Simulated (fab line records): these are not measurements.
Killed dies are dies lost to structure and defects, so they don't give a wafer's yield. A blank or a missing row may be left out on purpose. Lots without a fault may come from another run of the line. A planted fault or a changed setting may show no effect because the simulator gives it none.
Chamber matching -- flow n5 finfet -- N5_FIN_SAQP_PECVD_48 on pecvd-03 has 3 sister chambers
The step deposits SiNx from SiH4/NH3/N2, target thk 25 nm, time 22.1 s. 6 wafers are shown with their chamber, then 10 later ones without.

WAFERS, EACH WITH ITS CHAMBER
wafer,chamber,showerhead plenum p Torr (Torr),throttle valve pct (%)
L081.4,0,5.14,37.8
L081.5,1,5.32,38.6
L084.1,1,5.33,39.0
L084.6,2,5.12,38.5
L087.1,0,5.13,37.9
L087.2,2,5.11,38.4

WAFERS WITH NO CHAMBER GIVEN
wafer,showerhead plenum p Torr (Torr),throttle valve pct (%)
L087.3,5.33,39.3
L087.4,5.13,38.5
L087.5,5.14,37.8
L087.6,5.33,39.1
L089.1,5.12,38.2
L089.3,5.32,39.5
L089.5,5.32,39.5
L094.2,5.12,38.1
L094.4,5.12,38.0
L094.6,5.34,39.7

EACH ONE'S CHAMBER
wafer,from the rows above,in truth
L087.3,1,1
L087.4,can't be placed: 2 or 0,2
L087.5,0,0
L087.6,1,1
L089.1,can't be placed: 2 or 0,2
L089.3,1,1
L089.5,1,1
L094.2,can't be placed: 2 or 0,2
L094.4,can't be placed: 0 or 2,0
L094.6,1,1
Correct placement for 6 of the 10. Unplaceable from these rows: 4, with the true chamber sitting among the candidates in 4. Placed wrongly: 0.
How it was worked out, from the rows above alone: a wafer's distance from a chamber is the root of the sum, over the readings, of the square of ((its reading less the chamber's mean) divided by the reading's scatter). The wafer belongs to the nearest chamber; if the next one is less than 2 further off, it can't be placed. Each chamber's mean is taken over the wafers shown for it. The scatter is the square root of a quotient: the sum, over the shown wafers, of each reading's squared deviation from its chamber's mean, divided by wafers minus chambers.
